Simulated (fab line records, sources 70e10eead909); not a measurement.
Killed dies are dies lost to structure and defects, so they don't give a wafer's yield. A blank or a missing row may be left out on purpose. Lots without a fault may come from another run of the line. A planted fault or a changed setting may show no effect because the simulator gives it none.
Which tool did it? | flow nand_harc | 14 lots, 38 wafers sampled, at 4 steps of a route of 1302

WHAT THE GAUGES READ, wafer by wafer
NHARC_A_ZERO_WELL_CD_MEAS_10: target cd 2000 nm. Usual: cd_nm 1999.5 nm, standard deviation 1.3.
lot  | measured     | on        | cd_nm (nm)           | flag
L984 | day 6 16:30  | cd_sem-03 | 1998.9 2001.7 1999.0 |
L986 | day 7 17:11  | cd_sem-03 | 1999.7 1998.7 1998.7 |
L987 | day 8 07:40  | cd_sem-01 | 1999.0 1998.8 1998.4 |
L989 | day 8 22:16  | cd_sem-02 | 1998.0 2000.2 1998.7 |
L990 | day 9 03:37  | cd_sem-01 | 2000.1 2000.3 2001.6 |
L993 | day 10 04:50 | cd_sem-02 | 1999.4 1999.5 2000.0 |
L992 | day 10 06:03 | cd_sem-03 | 2001.4 2002.5 2000.6 |
L994 | day 10 16:52 | cd_sem-02 | 1999.4 2000.0 2000.0 |
L995 | day 11 05:21 | cd_sem-01 | 2000.8 2000.9 2000.5 |
L996 | day 11 18:35 | cd_sem-03 | 1999.6 1998.5 2000.5 |
L100 | day 13 13:11 | cd_sem-01 | 1997.2 1999.4 1999.1 |
L101 | day 13 21:41 | cd_sem-03 | 1999.2               |
L102 | day 14 06:37 | cd_sem-02 | 1997.4               |
L106 | day 15 18:22 | cd_sem-02 | 1999.4 2000.9 1999.6 |

NHARC_A_ONON_D1_THK_MEAS_08: measures by ellipsometry. Usual: thk_nm 1001 nm, standard deviation 8.6.
lot  | measured     | on            | thk_nm (nm)    | flag
L984 | day 7 16:17  | film_metro-02 | 997 998 996    |
L986 | day 8 16:37  | film_metro-01 | 978 980 978    |
L987 | day 9 08:13  | film_metro-02 | 992 992 992    |
L989 | day 9 22:19  | film_metro-01 | 1003 1005 1004 |
L990 | day 10 06:11 | film_metro-02 | 1000 1000 1000 |
L993 | day 11 04:06 | film_metro-02 | 985 986 987    |
L992 | day 11 04:06 | film_metro-01 | 994 992 994    |
L994 | day 11 16:35 | film_metro-02 | 1010 1010 1011 |
L995 | day 12 04:32 | film_metro-01 | 998 998 998    |
L996 | day 12 18:04 | film_metro-02 | 991 994 992    |
L100 | day 14 12:13 | film_metro-02 | 1008 1010 1008 |
L101 | day 14 23:10 | film_metro-02 | 1560 1559      | OFF
L102 | day 15 08:43 | film_metro-02 | 1561 1560      | OFF
L106 | day 16 17:34 | film_metro-01 | 1004 1002 1004 |

WHICH TOOL RAN EACH LOT (tool, then ch and the chambers of the sampled wafers, then the start)
lot  | NHARC_A_ZERO_WELL_RTA_16         | NHARC_A_ONON_D1_DEP_06
L984 | rtp_anneal-01 ch 0, day 6 17:46  | pecvd_onon-02 ch 0, day 7 15:47
L986 | rtp_anneal-02 ch 0, day 7 18:32  | pecvd_onon-01 ch 0, day 8 16:13
L987 | rtp_anneal-02 ch 0, day 8 08:58  | pecvd_onon-03 ch 0, day 9 07:46
L989 | rtp_anneal-01 ch 0, day 8 23:35  | pecvd_onon-03 ch 0, day 9 21:55
L990 | rtp_anneal-01 ch 0, day 9 05:03  | pecvd_onon-03 ch 0, day 10 05:40
L993 | rtp_anneal-02 ch 0, day 10 06:05 | pecvd_onon-03 ch 0, day 11 03:35
L992 | rtp_anneal-01 ch 0, day 10 07:27 | pecvd_onon-01 ch 0, day 11 03:43
L994 | rtp_anneal-02 ch 0, day 10 18:10 | pecvd_onon-02 ch 0, day 11 16:08
L995 | rtp_anneal-02 ch 0, day 11 06:42 | pecvd_onon-03 ch 0, day 12 04:02
L996 | rtp_anneal-01 ch 0, day 11 19:53 | pecvd_onon-03 ch 0, day 12 17:34
L100 | rtp_anneal-01 ch 0, day 13 14:26 | pecvd_onon-02 ch 0, day 14 11:42
L101 | rtp_anneal-01 ch 0, day 13 23:00 | pecvd_onon-02 ch 0, day 14 22:39
L102 | rtp_anneal-02 ch 0, day 14 07:58 | pecvd_onon-02 ch 0, day 15 08:19
L106 | rtp_anneal-01 ch 0, day 15 19:40 | pecvd_onon-01 ch 0, day 16 17:10
- NHARC_A_ZERO_WELL_RTA_16: time 10 s.
- NHARC_A_ONON_D1_DEP_06: target thk 1000 nm.

WHAT THE TOOLS THEMSELVES READ (means of the sampled wafers that have a number; where no wafer has one, the mark that the record gives instead)
NHARC_A_ZERO_WELL_RTA_16. Usual: lamp_power_pct 31.9 %, standard deviation 2.4; wafer_temp_C_max 1006.2, standard deviation 1.5.
lot  | tool          | lamp_power_pct (%) | wafer_temp_C_max | flag
L984 | rtp_anneal-01 | 34.7               | 1007.0           |
L986 | rtp_anneal-02 | 29.9               | 1005.4           |
L987 | rtp_anneal-02 | 29.9               | 1005.3           |
L989 | rtp_anneal-01 | 34.7               | 1006.6           |
L990 | rtp_anneal-01 | 34.7               | 1008.4           |
L993 | rtp_anneal-02 | 29.9               | 1005.3           |
L992 | rtp_anneal-01 | 34.8               | 1007.4           |
L994 | rtp_anneal-02 | 29.9               | 1005.0           |
L995 | rtp_anneal-02 | 29.8               | 1006.3           |
L996 | rtp_anneal-01 | 34.7               | 1007.9           |
L100 | rtp_anneal-01 | 34.7               | 1007.0           |
L101 | rtp_anneal-01 | 34.7               | 1007.3           |
L102 | rtp_anneal-02 | 29.8               | 1006.1           |
L106 | rtp_anneal-01 | 34.7               | 1007.6           |

THE ANSWER, worked out from the rows above alone
Rule: a lot is off if the mean of its wafers that have a number lies more than 3 standard deviations from the usual mean. A lot without any number at a reading at which 4 lots or more have one is off too. The other lots that the step has rows for count as sound. The gauges are gone through in route order, then the tools' own readings, and for those a lot's mean is taken as printed above. The first step at which some lot is off is used, and at that step the reading that is off furthest; a lot without a number counts as furthest.
Off: L101, L102, at NHARC_A_ONON_D1_THK_MEAS_08 (thk_nm).
A tool fits if, at a process step before that reading, it ran every lot that is off, and no sound lot after the first of them. The gauges at NHARC_A_ONON_D1_THK_MEAS_08 are tried like those tools. Can't be told from this: 2 tools fit, pecvd_onon-02 at NHARC_A_ONON_D1_DEP_06, film_metro-02 at NHARC_A_ONON_D1_THK_MEAS_08.

WHAT THE SIMULATOR HAD PUT IN
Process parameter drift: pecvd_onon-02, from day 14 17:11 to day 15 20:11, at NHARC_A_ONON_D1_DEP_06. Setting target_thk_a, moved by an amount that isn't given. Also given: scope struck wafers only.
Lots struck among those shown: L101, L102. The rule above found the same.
